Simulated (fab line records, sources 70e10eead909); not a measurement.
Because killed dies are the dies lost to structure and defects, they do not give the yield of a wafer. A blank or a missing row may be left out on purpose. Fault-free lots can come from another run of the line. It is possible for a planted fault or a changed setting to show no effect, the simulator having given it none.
fab line records ; flow nandHarc
record lots=7; wafers=21; lastDay=33
route steps=1302 shown A_STAIRCASE@790
lots untouched by any fault: they come from a run of this same line in which no faults occurred
startH: start of the lot's first displayed wafer, in hours after the record's first day ; waitH: hours elapsed since this lot's preceding step ; " the same as in the row above ; L1.1+2: a single row standing in for several wafers ; - no value, or no start was given ; * or withheld: withheld ; < > ~ a bound
route shown NAME@n: a module of which the file shows steps, and the number in the route of the first ; usual: mean and standard deviation over wafers with no fault ; same: alike in all rows ; chamber/n: place in a boat ; sites: the reading at each site ; _std_site: their standard deviation ; _edge_site: mean of outer sites minus mean of inner sites ; radiusMm: how far each site lies from the wafer's centre ; mask NAME#n: copy n ; behind: the tool/chamber that last shaped the wafer ; hold: cause of the lot's hold/its duration in hours/its outcome ; device: the transistor (n, p or np) that didn't switch ; end of line: tests run on the same wafers once the route is complete ; step lacking rows: just its recipe ; killed: dies that structure and defects cost at the first sort, which is not the same as the wafer's yield ; map: shows each die of a wafer: x if killed, . if not, _ if none is there
set.NAME: the setting the step ran with; set.NAME@STEP: the setting that earlier step ran with ; model.NAME: the simulator's own value behind a step, which no gauge read
a table for each step, a row for each wafer; lots at some steps of the route
services: when a tool's chamber went out of use (startH, in hours from the record's first day, below 0 if earlier), for how many hours, and the reason
## steps
# step NHARC_A_STAIRCASE_STRIP_274
# recipe o2FlowSccm=500; arFlowSccm=0; biasW=0; chemistry=O2
# usual drypumpMotorCurrentA=5.6/0.63; oesProductAu=1.000/0.011; rfVppV=57.9/0.9; showerheadPlenumPTorr=3.54/0.14; throttleValvePct=17.037/0.0095
lot.wafer;tool;chamber;startH;waitH;drypumpMotorCurrentA;oesProductAu;rfHoursCounterH;rfVppV;showerheadPlenumPTorr;throttleValvePct
L870.1;rieDiel-08;3;-;-;4.9;1.021;25;58.2;3.49;17.045
L870.4;rieDiel-08;1;-;-;5.6;1.003;20;58.0;3.77;17.029
L870.6;rieDiel-08;2;-;-;5.5;1.014;-;57.5;3.49;17.041
L871.3;rieDiel-09;1;-;-;6.2;0.990;53;57.2;3.48;17.044
L871.1;rieDiel-09;2;-;-;5.0;0.994;56;56.6;3.27;17.033
L871.6;rieDiel-09;2;-;-;5.0;0.993;-;56.7;3.27;17.041
L872.4;rieDiel-02;3;-;-;4.9;0.995;24;57.8;3.37;17.030
L872.3;rieDiel-02;0;-;-;6.7;1.016;25;59.0;3.74;17.012
L872.2;rieDiel-02;1;-;-;6.3;0.992;22;58.7;3.58;17.058
L879.2;rieDiel-08;1;-;-;5.6;1.019;52;57.5;3.75;17.035
L879.6;rieDiel-08;3;-;-;4.9;1.014;-;57.8;3.48;17.034
L879.5;rieDiel-08;0;-;-;5.6;1.007;-;57.9;3.38;17.040
L884.1;rieDiel-09;0;-;-;6.1;0.983;33;58.2;3.69;17.039
L884.3;rieDiel-09;1;-;-;6.2;0.978;9;57.9;3.47;17.052
L884.6;rieDiel-09;1;-;-;6.3;0.976;-;58.3;3.47;17.045
L886.1;rieDiel-02;2;-;-;5.7;1.006;5;58.9;3.56;17.022
L886.6;rieDiel-02;1;-;-;6.3;0.998;-;58.0;3.56;17.037
L886.5;rieDiel-02;2;-;-;5.7;0.999;-;58.2;3.56;17.019
L885.2;rieDiel-08;0;-;-;5.6;1.023;13;57.5;3.37;17.020
L885.3;rieDiel-08;1;-;-;5.6;1.011;6;58.8;3.74;17.039
L885.1;rieDiel-08;2;-;-;5.6;1.004;13;58.7;3.47;17.041
# step NHARC_A_STAIRCASE_STRIP_275
# recipe timeS=900; tempC=130; chemistry=SPM
# step NHARC_A_STAIRCASE_PRECLEAN_276
# recipe timeS=*; tempC=50; bathAgeMin=0; chemistry=SC1
# step NHARC_A_STAIRCASE_SRD_277
# step NHARC_A_STAIRCASE_HM_DEP_459
# recipe targetThkA=15000; tempC=400; material=aC
# usual throttleValvePct=35.000/0.009
lot.wafer;tool;chamber;startH;waitH;throttleValvePct
L870.1;aclDep-03;0;443.62;0.1;34.995
L870.4;aclDep-03;0;443.62;0.1;35.015
L870.6;aclDep-03;0;443.62;0.1;34.997
L871.1;aclDep-03;0;465.37;0.1;34.991
L871.3;aclDep-03;0;465.37;0.1;35.000
L871.6;aclDep-03;0;465.37;0.1;35.004
L872.2;aclDep-02;0;465.80;0.4;34.979
L872.3;aclDep-02;0;465.80;0.4;35.000
L872.4;aclDep-02;0;465.80;0.4;34.997
L879.2;aclDep-02;0;541.33;2.1;35.007
L879.5;aclDep-02;0;541.33;2.1;34.997
L879.6;aclDep-02;0;541.33;2.1;35.000
L884.1;aclDep-03;0;589.94;0.5;34.997
L884.3;aclDep-03;0;589.94;0.5;35.019
L884.6;aclDep-03;0;589.94;0.5;35.008
L886.1;aclDep-03;0;594.97;0.1;35.000
L886.5;aclDep-03;0;596.21;1.3;35.003
L886.6;aclDep-03;0;596.21;1.3;34.995
L885.1;aclDep-01;0;596.88;0.5;35.000
L885.2;aclDep-01;0;596.88;0.5;35.004
L885.3;aclDep-01;0;596.88;0.5;35.002
# step NHARC_A_STAIRCASE_DEP_280
# recipe targetThkA=300; targetThkNm=30; tempC=400; pressureTorr=3.5; flowSccm=200; rfW=350; material=SiON
# usual heaterPowerW=750/97
lot.wafer;tool;chamber;startH;waitH;heaterPowerW
L870.1;pecvd-03;2;445.54;1.6;741
L870.4;pecvd-03;1;445.54;1.6;659
L870.6;pecvd-03;2;445.54;1.6;748
L871.3;pecvd-04;0;467.26;1.0;799
L871.1;pecvd-04;1;467.26;1.0;656
L871.6;pecvd-04;0;467.26;1.0;800
L872.2;pecvd-04;2;467.43;1.3;939
L872.3;pecvd-04;0;467.43;1.3;673
L872.4;pecvd-04;2;467.43;1.3;922
L879.2;pecvd-02;2;542.93;1.3;719
L879.6;pecvd-02;1;542.93;1.3;623
L879.5;pecvd-02;0;542.93;1.3;782
L884.3;pecvd-03;1;591.85;1.0;593
L884.1;pecvd-03;0;591.85;1.0;973
L884.6;pecvd-03;0;591.85;1.0;973
L886.1;pecvd-04;2;596.85;1.6;790
L886.5;pecvd-04;0;596.85;1.6;820
L886.6;pecvd-04;1;596.85;1.6;698
L885.2;pecvd-03;0;598.73;1.2;929
L885.3;pecvd-03;1;598.73;1.2;598
L885.1;pecvd-03;2;598.73;1.2;647
# step NHARC_A_STAIRCASE_DEHYDRATE_281
# recipe tempC=150; timeS=120
# step NHARC_A_STAIRCASE_HMDS_282
# recipe timeS=30
# step NHARC_A_STAIRCASE_COAT_283
# recipe spinRpm=1200
# step NHARC_A_STAIRCASE_SOFTBAKE_284
# recipe tempC=135; timeS=170
# step NHARC_A_STAIRCASE_EBR_285
# step NHARC_A_STAIRCASE_EXPOSE_286
# recipe na=0.5; doseMj=25.01; maskId=CHOP_100
# usual exposureDoseMJCm2=25.012/0.024; focusOffsetNm=0.0/0.48; reticleTempC=23.00/0.11
lot.wafer;tool;chamber;startH;waitH;mask;exposureDoseMJCm2;focusOffsetNm;reticleTempC
L870.1;krfScanner-01;-;446.08;-;CHOP_100#0;-;-;-
L870.4;krfScanner-01;-;446.08;-;CHOP_100#0;-;-;-
L870.6;krfScanner-01;-;446.08;-;CHOP_100#0;-;-;-
L871.1;krfScanner-04;-;467.83;-;CHOP_100#0;-;-;-
L871.3;krfScanner-04;-;467.83;-;CHOP_100#0;-;-;-
L871.6;krfScanner-04;-;467.83;-;CHOP_100#0;-;-;-
L872.2;krfScanner-02;-;468.01;-;CHOP_100#0;-;-;-
L872.3;krfScanner-02;-;468.01;-;CHOP_100#0;-;-;-
L872.4;krfScanner-02;-;468.01;-;CHOP_100#0;-;-;-
L879.2;krfScanner-04;0;543.51;-;CHOP_100#0;24.990;0.8;22.97
L879.5;krfScanner-04;0;543.51;-;CHOP_100#0;24.990;0.2;22.86
L879.6;krfScanner-04;0;543.51;-;CHOP_100#0;24.989;0.2;22.90
L884.1;krfScanner-01;0;592.46;-;CHOP_100#0;24.995;0.6;22.96
L884.3;krfScanner-01;0;592.46;-;CHOP_100#0;25.019;0.6;22.99
L884.6;krfScanner-01;0;592.46;-;CHOP_100#0;24.979;-0.3;22.89
L886.1;krfScanner-01;0;597.33;-;CHOP_100#0;25.030;0.7;22.97
L886.5;krfScanner-01;0;597.33;-;CHOP_100#0;25.024;-0.3;22.90
L886.6;krfScanner-01;0;597.33;-;CHOP_100#0;24.992;0.3;22.97
L885.1;krfScanner-04;0;599.34;-;CHOP_100#0;25.000;0.4;23.19
L885.2;krfScanner-04;0;599.34;-;CHOP_100#0;24.986;0.4;23.00
L885.3;krfScanner-04;0;599.34;-;CHOP_100#0;24.981;0.0;23.08
# step NHARC_A_STAIRCASE_PEB_287
# recipe pebTempC=115; pebTimeS=130
## services
tool;chamber;startH;hours;kind
krfScanner-04;-;422.69;0.4;repair
aclDep-02;-;423.60;13.0;pm
pecvd-04;-;431.79;0.4;repair
rieDiel-02;-;442.16;0.3;repair
pecvd-04;-;450.26;13.0;pm
rieDiel-09;3;451.33;8.9;repair
rieDiel-02;2;455.77;5.2;repair
rieDiel-08;0;465.72;2.6;repair
aclDep-03;-;481.09;13.0;pm
krfScanner-01;-;484.00;4.0;pm
rieDiel-09;-;497.17;9.0;pm
krfScanner-01;-;499.48;1.2;repair
krfScanner-04;-;526.00;4.0;pm
pecvd-04;2;530.26;6.8;repair
rieDiel-09;1;539.60;45.0;repair
rieDiel-08;-;544.89;9.0;pm
pecvd-03;-;547.16;13.0;pm
aclDep-03;-;566.85;5.5;repair
pecvd-04;-;567.72;2.5;repair
rieDiel-08;-;569.67;0.4;repair
rieDiel-02;-;570.88;9.0;pm
krfScanner-04;-;576.58;2.0;repair
pecvd-03;-;579.43;0.7;repair
pecvd-04;-;590.22;1.2;repair
## key
firstSign step=NHARC_A_STAIRCASE_EXPOSE_286; reading=toolRecord; direction=missing
effect none on later readings
metAt NHARC_A_STAIRCASE_EXPOSE_286
struckWafers L870.1,L870.4,L870.6,L871.1,L871.3,L871.6,L872.2,L872.3,L872.4
laterRowsLeftOut L870.1,L870.4,L870.6,L871.1,L871.3,L871.6,L872.2,L872.3,L872.4
sortLeftOut L870.1,L870.4,L870.6,L871.1,L871.3,L871.6,L872.2,L872.3,L872.4
testerLeftOut L870,L871,L872
fault kind=skippedStepWhole; tool=krfScanner-01,krfScanner-02,krfScanner-04; chamber=-; onsetH=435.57; steps=NHARC_A_STAIRCASE_EXPOSE_286; scope=struckLotsOnly
# testerLeftOut: of these lots the tester's yield and bins aren't shown, on N5 and GAA mostly nor the transistor test; their killed dies are dies lost to structure and defects alone, not to doping, threshold or leakage, so they don't give the yield
# sortLeftOut: the simulated sort isn't trusted on such a fault, so these wafers' sort isn't shown, and their yield isn't known
# laterRowsLeftOut: the simulator's readings of these wafers behind a module that went badly wrong aren't trusted and aren't shown, but for the sort
